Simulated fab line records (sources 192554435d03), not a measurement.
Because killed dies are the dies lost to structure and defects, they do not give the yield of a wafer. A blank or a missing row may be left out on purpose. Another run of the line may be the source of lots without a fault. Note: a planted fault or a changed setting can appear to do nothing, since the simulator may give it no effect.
Matching of chambers :: flow n5_finfet :: N5_MOL_CONTACT_COAG_ALD_131 on ald_sin-01 has 4 sister chambers
The step deposits SiO2, target thk 5 nm, pulse time 1 s, co reactant pulse time 1 s. 18 wafers are shown with their chamber, then 9 later ones without.

== EACH WAFER AND ITS CHAMBER ==
wafer: L074.3
chamber: 1
heater_power_w (W): 73
heater_power_outer_w (W): 42
precursor_pulse_height_rel: 1.005

wafer: L074.4
chamber: 3
heater_power_w (W): 69
heater_power_outer_w (W): 35
precursor_pulse_height_rel: 1.019

wafer: L074.5
chamber: 0
heater_power_w (W): 76
heater_power_outer_w (W): 38
precursor_pulse_height_rel: 0.986

wafer: L075.2
chamber: 1
heater_power_w (W): 73
heater_power_outer_w (W): 41
precursor_pulse_height_rel: 1.024

wafer: L075.3
chamber: 0
heater_power_w (W): 75
heater_power_outer_w (W): 37
precursor_pulse_height_rel: 1.016

wafer: L075.5
chamber: 0
heater_power_w (W): 77
heater_power_outer_w (W): 37
precursor_pulse_height_rel: 0.966

wafer: L076.2
chamber: 0
heater_power_w (W): 77
heater_power_outer_w (W): 38
precursor_pulse_height_rel: 0.982

wafer: L076.4
chamber: 1
heater_power_w (W): 73
heater_power_outer_w (W): 41
precursor_pulse_height_rel: 1.003

wafer: L076.6
chamber: 2
heater_power_w (W): 80
heater_power_outer_w (W): 40
precursor_pulse_height_rel: 1.021

wafer: L084.2
chamber: 3
heater_power_w (W): 67
heater_power_outer_w (W): 36
precursor_pulse_height_rel: 0.997

wafer: L084.3
chamber: 0
heater_power_w (W): 76
heater_power_outer_w (W): 38
precursor_pulse_height_rel: 0.979

wafer: L084.6
chamber: 0
heater_power_w (W): 74
heater_power_outer_w (W): 39
precursor_pulse_height_rel: 0.953

wafer: L091.1
chamber: 0
heater_power_w (W): 79
heater_power_outer_w (W): 38
precursor_pulse_height_rel: 1.008

wafer: L091.3
chamber: 3
heater_power_w (W): 67
heater_power_outer_w (W): 36
precursor_pulse_height_rel: 1.019

wafer: L091.6
chamber: 0
heater_power_w (W): 77
heater_power_outer_w (W): 38
precursor_pulse_height_rel: 1.029

wafer: L092.3
chamber: 1
heater_power_w (W): 74
heater_power_outer_w (W): 42
precursor_pulse_height_rel: 0.986

wafer: L092.5
chamber: 1
heater_power_w (W): 72
heater_power_outer_w (W): 42
precursor_pulse_height_rel: 1.007

wafer: L092.6
chamber: 0
heater_power_w (W): 78
heater_power_outer_w (W): 39
precursor_pulse_height_rel: 1.008

SIGNATURES (averages over the wafers above)
reading: heater_power_w
chamber 0: 76.56
chamber 1: 73.00
chamber 2: 80.00
chamber 3: 67.67
scatter within a chamber: 1.28

reading: heater_power_outer_w
chamber 0: 38.00
chamber 1: 41.60
chamber 2: 40.00
chamber 3: 35.67
scatter within a chamber: 0.647

reading: precursor_pulse_height_rel
chamber 0: 0.99189
chamber 1: 1.00500
chamber 2: 1.02100
chamber 3: 1.01167
scatter within a chamber: 0.0207
Rule: for a wafer and a chamber, the distance is found by dividing, reading by reading, the gap between the wafer's reading and the chamber's mean by the reading's scatter, squaring, summing and taking the root. The wafer belongs to the nearest chamber; if the next one is less than 2 further off, it can't be placed. The scatter: the root of (the sum of the squares of (reading less its chamber's mean) over the shown wafers, divided by (wafers less chambers)).

== WAFERS WITHOUT THEIR CHAMBER ==
wafer: L093.2
heater_power_w (W): 76
heater_power_outer_w (W): 38
precursor_pulse_height_rel: 1.006

wafer: L093.4
heater_power_w (W): 68
heater_power_outer_w (W): 35
precursor_pulse_height_rel: 0.994

wafer: L093.6
heater_power_w (W): 68
heater_power_outer_w (W): 36
precursor_pulse_height_rel: 0.987

wafer: L094.1
heater_power_w (W): 79
heater_power_outer_w (W): 39
precursor_pulse_height_rel: 1.004

wafer: L094.5
heater_power_w (W): 79
heater_power_outer_w (W): 39
precursor_pulse_height_rel: 1.040

wafer: L094.6
heater_power_w (W): 73
heater_power_outer_w (W): 40
precursor_pulse_height_rel: 1.009

wafer: L096.1
heater_power_w (W): 69
heater_power_outer_w (W): 36
precursor_pulse_height_rel: 1.010

wafer: L096.2
heater_power_w (W): 74
heater_power_outer_w (W): 42
precursor_pulse_height_rel: 0.980

wafer: L096.6
heater_power_w (W): 79
heater_power_outer_w (W): 38
precursor_pulse_height_rel: 0.997

== EACH ONE'S CHAMBER ==
wafer: L093.2
from the rows above: 0
in truth: 0

wafer: L093.4
from the rows above: 3
in truth: 3

wafer: L093.6
from the rows above: 3
in truth: 3

wafer: L094.1
from the rows above: can't be placed: 2 or 0
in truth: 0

wafer: L094.5
from the rows above: can't be placed: 2 or 0
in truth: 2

wafer: L094.6
from the rows above: can't be placed: 1 or 0
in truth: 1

wafer: L096.1
from the rows above: 3
in truth: 3

wafer: L096.2
from the rows above: 1
in truth: 1

wafer: L096.6
from the rows above: can't be placed: 0 or 2
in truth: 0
Correctly placed: 5 of 9. From these rows, 4 cannot be placed; in 4 the true chamber is one of the candidates. Placed wrongly: 0.
